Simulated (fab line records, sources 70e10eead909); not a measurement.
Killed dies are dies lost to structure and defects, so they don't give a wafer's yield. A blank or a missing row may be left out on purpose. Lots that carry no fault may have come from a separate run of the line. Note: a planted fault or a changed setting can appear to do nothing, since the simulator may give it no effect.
The tool behind it: which one? + flow nandHarc + 14 lots with 42 wafers sampled at 4 steps, on a route of 1302 steps

WHAT THE GAUGES SHOWED, per wafer
NHARC_P_M0_CD_MEAS_09: target cd 90 nm.
| lot  | measured     | on       | cdNm (nm)      |
|------|--------------|----------|----------------|
| L424 | day 5 22:31  | cdSem-03 | 89.8 89.7 90.0 |
| L425 | day 6 16:23  | cdSem-03 | 89.4 89.2 89.2 |
| L426 | day 6 19:01  | cdSem-03 | 90.1 89.4 90.1 |
| L427 | day 7 12:22  | cdSem-01 | 89.6 89.3 90.0 |
| L428 | day 7 19:28  | cdSem-02 | 89.7 90.9 90.1 |
| L429 | day 8 00:07  | cdSem-01 | 89.9 90.2 89.5 |
| L430 | day 8 12:05  | cdSem-01 | 89.7 89.5 90.3 |
| L437 | day 11 09:06 | cdSem-03 | 90.3 71.4 71.3 |
| L440 | day 12 16:45 | cdSem-01 | 90.2 90.8 71.2 |
| L442 | day 13 16:55 | cdSem-03 | 90.1 90.6 90.8 |
| L444 | day 14 04:49 | cdSem-03 | 89.8 89.4 89.6 |
| L445 | day 14 22:28 | cdSem-03 | 90.4 89.9 90.7 |
| L446 | day 15 03:53 | cdSem-01 | 89.6 89.4 90.3 |
| L447 | day 15 13:30 | cdSem-03 | 90.1 90.1 90.7 |

NHARC_P_M0_OVL_MEAS_10: pitch 180 nm.
| lot  | measured     | on         | overlayXNm (nm) | overlayYNm (nm) |
|------|--------------|------------|-----------------|-----------------|
| L424 | day 5 22:37  | overlay-02 | -0.3 0.6 0.4    | -1.0 -0.6 -0.8  |
| L425 | day 6 16:28  | overlay-01 | 1.1 0.4 0.3     | -0.3 -0.3 -0.5  |
| L426 | day 6 19:05  | overlay-01 | -0.9 -0.4 -0.4  | -0.9 -0.8 -0.4  |
| L427 | day 7 12:28  | overlay-01 | -0.7 -0.2 0.1   | 0.3 0.3 0.6     |
| L428 | day 7 19:33  | overlay-01 | 1.8 1.7 2.0     | 0.3 1.2 0.6     |
| L429 | day 8 00:13  | overlay-02 | 0.3 0.1 -0.1    | -0.1 -0.4 -0.4  |
| L430 | day 8 12:11  | overlay-02 | 0.3 1.0 0.8     | -1.2 -0.5 -1.1  |
| L437 | day 11 09:11 | overlay-02 | 0.3 0.8 -0.1    | 0.1 0.1 0.6     |
| L440 | day 12 16:50 | overlay-02 | 0.7 0.7 1.7     | 0.8 0.9 0.8     |
| L442 | day 13 17:00 | overlay-01 | -0.8 -0.5 -0.4  | 0.9 1.0 1.3     |
| L444 | day 14 04:55 | overlay-02 | 0.0 -0.4 0.3    | -0.5 -0.6 -0.6  |
| L445 | day 14 22:34 | overlay-01 | 0.9 1.0 1.2     | -0.5 -1.0 -0.5  |
| L446 | day 15 03:58 | overlay-01 | 0.1 0.3 0.8     | 1.2 0.6 0.3     |
| L447 | day 15 13:35 | overlay-01 | -1.2 -1.4 -1.6  | -1.8 -2.0 -1.3  |

NHARC_P_M0_INSPECT_11.
| lot  | measured     | on               | rawDefectCount |
|------|--------------|------------------|----------------|
| L424 | day 5 22:38  | defectInspect-01 | 3 5 6          |
| L425 | day 6 16:30  | defectInspect-01 | 5 3 2          |
| L426 | day 6 19:07  | defectInspect-01 | 8 10 12        |
| L427 | day 7 12:29  | defectInspect-02 | 1 1 5          |
| L428 | day 7 19:35  | defectInspect-01 | 14 7 10        |
| L429 | day 8 00:15  | defectInspect-02 | 2 1 1          |
| L430 | day 8 12:13  | defectInspect-01 | 2 0 6          |
| L437 | day 11 09:13 | defectInspect-01 | 2 6 7          |
| L440 | day 12 16:53 | defectInspect-02 | 7 5 4          |
| L442 | day 13 17:02 | defectInspect-01 | 6 4 2          |
| L444 | day 14 04:57 | defectInspect-02 | 8 6 4          |
| L445 | day 14 22:35 | defectInspect-01 | 5 3 3          |
| L446 | day 15 04:00 | defectInspect-01 | 3 7 4          |
| L447 | day 15 13:38 | defectInspect-02 | 2 3 3          |

EACH LOT AND THE TOOL THAT RAN IT (in order: tool; ch and the chambers of the sampled wafers; start)
| lot  | NHARC_P_M0_PEB_07                |
|------|----------------------------------|
| L424 | lithoTrack-01 ch 0, day 5 22:26  |
| L425 | lithoTrack-01 ch 0, day 6 16:17  |
| L426 | lithoTrack-01 ch 0, day 6 18:55  |
| L427 | lithoTrack-06 ch 0, day 7 12:17  |
| L428 | lithoTrack-04 ch 0, day 7 19:23  |
| L429 | lithoTrack-01 ch 0, day 8 00:02  |
| L430 | lithoTrack-04 ch 0, day 8 12:01  |
| L437 | lithoTrack-01 ch 0, day 11 09:01 |
| L440 | lithoTrack-01 ch 0, day 12 16:40 |
| L442 | lithoTrack-06 ch 0, day 13 16:50 |
| L444 | lithoTrack-04 ch 0, day 14 04:44 |
| L445 | lithoTrack-04 ch 0, day 14 22:23 |
| L446 | lithoTrack-06 ch 0, day 15 03:48 |
| L447 | lithoTrack-06 ch 0, day 15 13:25 |
- NHARC_P_M0_PEB_07: peb time 65 s.

AS READ BY THE TOOLS THEMSELVES (means over the sampled wafers that have a number; for cases with no such wafer, the mark the record gives instead)
NHARC_P_M0_PEB_07.
| lot  | tool          | heaterPowerTotalW (W) |
|------|---------------|-----------------------|
| L424 | lithoTrack-01 | 156.6                 |
| L425 | lithoTrack-01 | 156.5                 |
| L426 | lithoTrack-01 | 156.4                 |
| L427 | lithoTrack-06 | 156.5                 |
| L428 | lithoTrack-04 | 156.5                 |
| L429 | lithoTrack-01 | 156.6                 |
| L430 | lithoTrack-04 | 156.8                 |
| L437 | lithoTrack-01 | 188.9                 |
| L440 | lithoTrack-01 | 172.7                 |
| L442 | lithoTrack-06 | 156.7                 |
| L444 | lithoTrack-04 | 156.5                 |
| L445 | lithoTrack-04 | 156.6                 |
| L446 | lithoTrack-06 | 157.0                 |
| L447 | lithoTrack-06 | 156.6                 |

THE ANSWER, worked out from the rows above alone
Rule: usual is defined by the lots themselves. Put in order of their means at a reading, lots are off if they are a third of the lots or fewer, leave a main group of 4 or more, and stand apart from it by a gap of 3 or more times the standard deviation of the main group's means; of several such gaps the widest counts. The tables above print the reading to a certain number of digits; a main group whose means all agree to those digits is not used. Also off: a lot with no number at a reading for which 4 or more lots have one. Any other lot the step has rows for is counted as sound. Order of review: gauges by route order, followed by the tools' own readings, for which a lot's mean as printed above is used. At the first step where some lot is off, the reading lying furthest off is the one used; lots without a number count as furthest.
Off: L437, L440 (NHARC_P_M0_CD_MEAS_09, cdNm). The main group: mean 89.9 nm, standard deviation 0.34.
If a tool, at a process step before that reading, ran all the lots that are off and no sound lot after the first of them, it fits. Not tried: the gauges at NHARC_P_M0_CD_MEAS_09; whatever is off there is also off at NHARC_P_M0_PEB_07, on other tools, and gauge error can't account for it. One fits: lithoTrack-01 at NHARC_P_M0_PEB_07. Its last sound lot is L429 (day 8 00:02), its first lot that is off L437 (day 11 09:01): a fault that began between those two fits.
The tool's own readings at NHARC_P_M0_PEB_07 bear it out: on the lots that are off they differ by more than 5 times the standard deviation of the sound lots' means. heaterPowerTotalW reads 180.8 W there against 156.6 W on the sound lots.

WHAT WAS PUT IN BY THE SIMULATOR
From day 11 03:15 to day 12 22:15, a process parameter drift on lithoTrack-01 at NHARC_P_M0_PEB_07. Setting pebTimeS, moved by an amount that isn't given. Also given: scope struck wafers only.
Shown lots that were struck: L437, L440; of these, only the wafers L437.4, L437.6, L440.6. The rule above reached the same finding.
